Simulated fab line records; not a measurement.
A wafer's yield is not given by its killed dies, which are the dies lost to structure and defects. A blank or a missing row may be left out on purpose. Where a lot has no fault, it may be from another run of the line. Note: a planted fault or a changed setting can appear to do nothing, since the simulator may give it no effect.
Which tool was responsible? | flow n5-finfet | 22 lots, 66 wafers sampled, at 1 step of a route of 1938

WHAT EACH GAUGE READ, for each wafer
N5_MOL_CONTACT_COAG_CD_MEAS_84 targets a cd of 25.1 nm. Usual: 25.13 nm for cd-nm, sd 0.27.
lot  | measured     | on        | cd-nm (nm)        | flag
L074 | day 5 02:17  | cd-sem-03 | 24.84 25.55 25.52 |
L075 | day 5 13:35  | cd-sem-02 | 25.27 25.44 24.80 |
L076 | day 5 16:45  | cd-sem-01 | 24.54 25.30 25.06 |
L077 | day 5 22:49  | cd-sem-02 | 24.53 25.14 25.33 |
L078 | day 5 23:46  | cd-sem-03 | 25.22 24.90 25.18 |
L079 | day 6 09:26  | cd-sem-01 | 25.32 24.82 25.10 |
L080 | day 6 12:58  | cd-sem-01 | 25.27 25.31 25.04 |
L081 | day 6 18:01  | cd-sem-02 | 25.19 24.86 24.68 |
L082 | day 7 04:08  | cd-sem-01 | 25.01 24.93 25.60 |
L083 | day 7 08:29  | cd-sem-01 | 24.66 24.95 24.91 |
L084 | day 7 16:56  | cd-sem-03 | 25.41 24.94 24.99 |
L086 | day 8 07:08  | cd-sem-01 | 25.10 25.08 25.34 |
L087 | day 8 11:48  | cd-sem-02 | 24.99 25.16 25.21 |
L088 | day 8 14:11  | cd-sem-02 | 25.49 25.25 25.70 |
L089 | day 9 00:34  | cd-sem-02 | 24.99 25.07 24.90 |
L090 | day 9 00:44  | cd-sem-02 | 25.16 24.99 25.14 |
L091 | day 9 08:17  | cd-sem-03 | 25.89 25.15 25.50 |
L093 | day 9 19:26  | cd-sem-03 | 24.95 24.91 25.66 |
L094 | day 9 23:27  | cd-sem-03 | 24.82 24.58 25.12 |
L095 | day 10 09:28 | cd-sem-01 | 24.90 25.08 24.72 |
L096 | day 10 16:11 | cd-sem-03 | 24.90 25.13 25.48 |
L097 | day 10 18:52 | cd-sem-03 | 24.99 25.27 25.27 |

TOOL THAT RAN EACH LOT (tool first, then ch and the chambers of the sampled wafers, then the start)
Record: no process step prior to these readings.

WHAT THE TOOLS THEMSELVES READ (means of the sampled wafers that have a number; where no wafer has one, the mark that the record gives instead)
The record holds no such reading with a usual standard deviation.

THE ANSWER, worked out from the rows above alone
Rule: a lot is off if the mean of its wafers that have a number lies more than 3 standard deviations from the usual mean. A lot without any number at a reading at which 4 lots or more have one is off too. The other lots that the step has rows for count as sound. After the gauges, taken in route order, come the tools' own readings; for these a lot's mean is taken, as printed above. The first step at which some lot is off is used, and at that step the reading that is off furthest; a lot without a number counts as furthest.
None of the lots is off at any reading shown; this tells nothing.

WHAT THE SIMULATOR HAD INSERTED
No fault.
